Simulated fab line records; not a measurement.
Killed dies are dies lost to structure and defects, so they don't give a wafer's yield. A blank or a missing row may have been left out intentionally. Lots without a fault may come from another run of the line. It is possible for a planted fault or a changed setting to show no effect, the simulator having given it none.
Comparing a struck lot with a sound one :: flow n5-finfet :: 36 steps out of a route of 1938
Sound: wafers L653.1, L653.4, L653.5. The struck wafers were L647.1, L647.3, L647.4. The cause is given at the end.
Order at every step that has rows: each side's tool, ch and its chambers, its first start. Under that, the readings that differ: sound wafers :: struck wafers :: difference of the means :: sigmas: that difference in standard deviations of wafers without a fault.
alike: words and numbers the same on both sides, and readings whose means are apart by under 2 such deviations; not compared: readings that were withheld, readings missing a value for some wafer, numbers with overlapping values and no deviation given by the record, and bounds like >300 which may hide the same value.
Wherever a step has rows on one side only, a row that says differs or no value, or a row with sigmas, the two part there. Numbers that don't overlap but have no deviation are shown without sigmas and don't part them. A reading missing from all wafers of one side parts the sides only when that side holds two or more wafers.

first, 7 steps without rows for these wafers: N5_BEOL_M4_CMP_52 (polishes, stops on SiOC, t overpolish 6.8 s, target thk 40 nm); N5_BEOL_M4_PRE_CLEAN_60 (time 15 s); N5_BEOL_M4_CO_CAP_55 (material Co, precursor CCTBA/H2, target thk 2 nm, time 102.1 s); N5_BEOL_M4_PRE_CLEAN_56 (time 15 s); N5_BEOL_M4_DEP_57 (deposits SiCN from 3MS/NH3, target thk 8 nm, time 14 s); N5_BEOL_M5_ILD_DEP_00 (deposits SiCOH lowk from DEMS/porogen, target thk 140.64 nm, time 25.9 s); N5_BEOL_M5_CURE_79 (cures SiCOH lowk, time 240 s).
N5_BEOL_M5_PECVD_70: deposits SiO2 from TEOS/O2, target thk 16 nm, time 18 s.
  sound on pecvd-01 ch 0,2, day 12 02:26; struck on pecvd-01 ch 1,2, day 10 05:50
  alike: heater-power-outer-w, heater-power-w, showerhead-plenum-p-Torr, throttle-valve-pct
then, 25 steps without rows for these wafers: N5_BEOL_M5_HM_DEP_02 (deposits TiN, target thk 20 nm); N5_BEOL_M5_COAT_59 (time 60 s, resist thk 60 nm); N5_BEOL_M5_COAT_60 (time 60 s, resist thk 12 nm); N5_BEOL_M5_COAT_71 (time 60 s, resist thk 5 nm); N5_BEOL_M5_COAT_05 (resist thk 30 nm); N5_BEOL_M5_EBR_07; N5_BEOL_M5_SOFTBAKE_06 (time 60 s); N5_BEOL_M5_EXPOSE_08 (exposes mask M5, target cd 28 nm); N5_BEOL_M5_PEB_09 (peb time 60 s); N5_BEOL_M5_DEVELOP_10 (develop time 30 s); N5_BEOL_M5_DESCUM_16 (chemistry O2, time 7 s); N5_BEOL_M5_ETCH_72 (etches underlayer in N2/H2, target depth 6.5 nm, time 5.2 s); N5_BEOL_M5_ETCH_61 (etches SiARC in CF4, target depth 15.6 nm, time 26 s); N5_BEOL_M5_ETCH_62 (etches SOC in N2/H2, target depth 75 nm, overetch 15 nm, time 112.5 s); N5_BEOL_M5_STRIP_63 (strips in N2/H2); N5_BEOL_M5_STRIP_73 (strips in N2/H2); N5_BEOL_M5_STRIP_64 (strips in CF4); N5_BEOL_M5_HM_OPEN_17 (chemistry Cl2/BCl3, target TiN, target depth 20 nm, overetch 6 nm); N5_BEOL_M5_STRIP_19 (strips in O2); N5_BEOL_M5_COAT_65 (time 60 s, resist thk 60 nm); N5_BEOL_M5_COAT_66 (time 60 s, resist thk 12 nm); N5_BEOL_M5_COAT_74 (time 60 s, resist thk 5 nm); N5_BEOL_M5_COAT_22 (resist thk 30 nm); N5_BEOL_M5_EBR_24; N5_BEOL_M5_SOFTBAKE_23 (time 60 s).
N5_BEOL_M5_HM_STRIP_39: strips TiN in peroxide tin strip, target depth 25 nm, time 158 s.
  sound on wet-bench-03 ch 0,1,7, day 12 08:05; struck on wet-bench-03 ch 1,3,4, day 10 08:50
reading: model.SiO2_of_BEOL_M5_PECVD_70.thk-nm (nm)
sound: 15.8 15.8 16
struck: 32.2 32 32.4
difference: +16.3
sigmas: 
N5_BEOL_M5_CMP_52: polishes, stops on SiCOH lowk, t overpolish 6.9 s, target thk 62 nm.
  sound on cmp-03 ch 0,1,2, day 12 14:07; struck on cmp-04 ch 0,2,3, day 10 15:58
reading: barrier-field-endpoint-s (s)
sound: 25.1 25.1 24.9
struck: 41.1 41.1 41.1
difference: +16.1
sigmas: +29

reading: overpolish-run-s (s)
sound: 6.892 6.894 6.902
struck: 0.036 0.033 0.037
difference: -6.861
sigmas: -99 or more
  alike: motor-current-A, platen-rpm, slurry-filter-dp-kPa, time-to-endpoint-s
-- here the record skips 4 days between the struck wafers' starts before and after, leaving off in module BEOL_M5 and picking up in module PASSIVATION (first step shown: number 1936 of the route) --
N5_PASSIVATION_PROBE_49:
  record: rows for the struck wafers here (prober-02, day 14 21:04), none for the sound ones

WHERE THEY PART
At N5_BEOL_M5_CMP_52 first; at N5_PASSIVATION_PROBE_49 last (within this record only).

WHY: what had been put in by the simulator
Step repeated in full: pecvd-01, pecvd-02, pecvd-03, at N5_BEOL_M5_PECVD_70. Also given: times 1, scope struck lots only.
